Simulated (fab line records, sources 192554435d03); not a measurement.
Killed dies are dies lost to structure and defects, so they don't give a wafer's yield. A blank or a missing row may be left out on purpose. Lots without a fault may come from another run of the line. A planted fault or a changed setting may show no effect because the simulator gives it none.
A struck lot beside a sound one | flow n5_finfet | 15 steps out of a route of 1938
Sound: wafers L253.1, L253.2, L253.6. Struck: wafers L268.1, L268.3, L268.4. The cause comes at the end.
At each step with rows: each side's tool, then ch and its chambers, then its first start. Under that, the readings that differ: sound wafers | struck wafers | difference of the means | sigmas: that difference in standard deviations of wafers without a fault.
alike: readings whose means differ by less than 2 such deviations, and words and numbers that are the same on both sides. not compared: withheld readings, readings that some wafer has no value for, bounds like >300 that may hide the same value, and numbers for which the record gives no deviation and whose values overlap.
The two part at a step that has a row with sigmas, a row that says differs or no value, or rows on one side only. Numbers that don't overlap but have no deviation are shown without sigmas and don't part them. A reading that every wafer of one side lacks parts them only if that side has two wafers or more.

first, 5 steps without rows for these wafers: N5_SD_EPI_P_EBR_05; N5_SD_EPI_P_SOFTBAKE_04 (time 60 s); N5_SD_EPI_P_EXPOSE_06 (exposes mask SD P BLK, target cd 240 nm); N5_SD_EPI_P_PEB_07 (peb time 60 s); N5_SD_EPI_P_DEVELOP_08 (develop time 30 s).
N5_SD_EPI_P_CD_MEAS_09: target cd 240 nm.
  sound on cd_sem-01 ch 0, day 3 06:06; struck on cd_sem-03 ch 0, day 7 00:04
  alike: cd_nm
N5_SD_EPI_P_OVL_MEAS_10:
  sound on overlay-01 ch 0, day 3 06:08; struck on overlay-01 ch 0, day 7 00:05
  alike: SD_P_BLK_OVL
N5_SD_EPI_P_INSPECT_11: inspects for defects (macro).
  sound on defect_inspect-02, day 3 06:09; struck on defect_inspect-01, day 7 00:07
  alike: raw_defect_count
N5_SD_EPI_P_DESCUM_14: chemistry O2, time 7.9 s.
  sound on rie_diel-03 ch 2,3, day 3 06:11; struck on rie_diel-03 ch 1,2,3, day 7 00:09
  reading          | sound             | struck            | difference | sigmas
  bias_power_w (W) | 20.02 20.09 20.10 | 19.91 19.84 20.00 | -0.15      | -2
  alike: drypump_motor_current_A, o2_flow_sccm, oes_product_au, rf_vpp_V, showerhead_plenum_p_Torr, throttle_valve_pct
  not compared: rf_hours_counter_h
N5_SD_EPI_P_ETCH_36: etches SiARC in CF4, target depth 45.5 nm, time 75.8 s.
  sound on rie_diel-03 ch 2,3, day 3 06:13; struck on rie_diel-03 ch 1,2,3, day 7 00:11
  alike: drypump_motor_current_A, etch_rf_on_time_s, oes_product_au, rf_vpp_V, showerhead_plenum_p_Torr, throttle_valve_pct
  not compared: rf_hours_counter_h
N5_SD_EPI_P_ETCH_37: etches SOC in N2/H2, overetch 108 nm, time 486 s.
  sound on rie_diel-03 ch 2,3, day 3 06:17; struck on rie_diel-03 ch 1,2,3, day 7 00:14
  alike: drypump_motor_current_A, n2_flow_sccm, oes_product_au, rf_vpp_V, showerhead_plenum_p_Torr, throttle_valve_pct
  not compared: rf_hours_counter_h
then, 1 step without rows for these wafers: N5_SD_EPI_P_STRIP_38 (strips in N2/H2).
N5_SD_EPI_P_ETCHBACK_46: etches SiNx in CH3F/O2, stops on SiO2, target depth 17.5 nm.
  sound on rie_diel-03 ch 2,3, day 3 06:36; struck on rie_diel-03 ch 1,2,3, day 7 00:34
  reading                                     | sound       | struck                  | difference | sigmas
  over_etch_frac                              | 0.3 0.3 0.3 | 0.58495 0.58495 0.58495 | +0.28495   |
  model.SiARC_of_SD_EPI_P_COAT_35.thk_nm (nm) | 15.6 15 15  | 13.8 14.6 14.6          | -0.9       |
  alike: CH3F_flow_sccm, drypump_motor_current_A, oes_product_au, rf_vpp_V, showerhead_plenum_p_Torr, throttle_valve_pct
  not compared: rf_hours_counter_h
N5_SD_EPI_P_ETCH_47: etches SiOCN in CH3F/O2, target depth 25 nm.
  sound on rie_diel-03 ch 2,3, day 3 06:42; struck on rie_diel-03 ch 1,2,3, day 7 00:40
  alike: CH3F_flow_sccm, drypump_motor_current_A, oes_product_au, rf_vpp_V, showerhead_plenum_p_Torr, throttle_valve_pct
  not compared: rf_hours_counter_h
-- the record jumps here: 8 days lie between the struck wafers' starts before and after (it left off in module SD_EPI_P and takes up again in module PASSIVATION, whose first step shown is number 1936 of the route) --
N5_PASSIVATION_PROBE_49:
  sound on prober-02, day 11 21:44; struck on prober-02, day 15 09:34
  alike: killed_at_M0_to_M3, killed_at_M4_up, killed_at_contacts, killed_at_front_end, killed_at_other, killed_dies, killed_open, killed_short

WHERE THEY PART
Only at N5_SD_EPI_P_DESCUM_14, within this record. Later steps at which nothing parts them and some readings are alike: N5_SD_EPI_P_ETCH_36, N5_SD_EPI_P_ETCH_37, N5_SD_EPI_P_ETCHBACK_46, N5_SD_EPI_P_ETCH_47, N5_PASSIVATION_PROBE_49.

WHY: what the simulator had put in
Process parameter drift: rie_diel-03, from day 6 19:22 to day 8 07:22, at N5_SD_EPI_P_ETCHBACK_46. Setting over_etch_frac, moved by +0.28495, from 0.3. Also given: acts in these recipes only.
